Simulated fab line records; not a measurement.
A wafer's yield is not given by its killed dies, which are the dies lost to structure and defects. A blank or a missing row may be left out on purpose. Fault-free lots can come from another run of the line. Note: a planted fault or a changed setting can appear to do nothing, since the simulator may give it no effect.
Matching of chambers / flow n5 finfet / 3 sister chambers for N5_BEOL_M1_DEP_57 on pecvd-04
The step deposits SiCN from 3MS/NH3, target thk 8 nm, time 14 s. 5 wafers are shown with their chamber, then 7 later ones without.

## EACH WAFER AND ITS CHAMBER
wafer=L080.3; chamber=2; throttle valve pct (%)=8.7; showerhead plenum p Torr (Torr)=3.672
wafer=L088.5; chamber=1; throttle valve pct (%)=9.6; showerhead plenum p Torr (Torr)=3.675
wafer=L088.6; chamber=0; throttle valve pct (%)=8.6; showerhead plenum p Torr (Torr)=3.667
wafer=L090.1; chamber=1; throttle valve pct (%)=9.5; showerhead plenum p Torr (Torr)=3.674
wafer=L090.2; chamber=0; throttle valve pct (%)=8.3; showerhead plenum p Torr (Torr)=3.662

## WAFERS WHOSE CHAMBER IS MISSING
wafer=L090.6; throttle valve pct (%)=8.5; showerhead plenum p Torr (Torr)=3.662
wafer=L094.1; throttle valve pct (%)=8.1; showerhead plenum p Torr (Torr)=3.668
wafer=L094.5; throttle valve pct (%)=8.5; showerhead plenum p Torr (Torr)=3.665
wafer=L094.6; throttle valve pct (%)=8.3; showerhead plenum p Torr (Torr)=3.675
wafer=L097.1; throttle valve pct (%)=8.2; showerhead plenum p Torr (Torr)=3.656
wafer=L097.3; throttle valve pct (%)=9.4; showerhead plenum p Torr (Torr)=3.682
wafer=L097.5; throttle valve pct (%)=8.6; showerhead plenum p Torr (Torr)=3.660

## WHICH CHAMBER EACH ONE RAN IN
wafer=L090.6; from the rows above=0; in truth=0
wafer=L094.1; from the rows above=can't be placed: 0 or 2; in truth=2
wafer=L094.5; from the rows above=0; in truth=0
wafer=L094.6; from the rows above=can't be placed: 2 or 0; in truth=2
wafer=L097.1; from the rows above=0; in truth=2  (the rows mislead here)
wafer=L097.3; from the rows above=1; in truth=1
wafer=L097.5; from the rows above=0; in truth=0
Correct placement for 4 of the 7. From these rows, 2 cannot be placed; in 2 the true chamber is one of the candidates. 1 placed wrongly.
How it was worked out, from the rows above alone: a wafer's distance from a chamber is the root of the sum, over the readings, of the square of ((its reading less the chamber's mean) divided by the reading's scatter). If the next closest chamber is less than 2 further off than the closest, the wafer can't be placed; otherwise it belongs to the closest. The mean given for a chamber averages the wafers shown for that chamber. The scatter: the root of (the sum of the squares of (reading less its chamber's mean) over the shown wafers, divided by (wafers less chambers)).
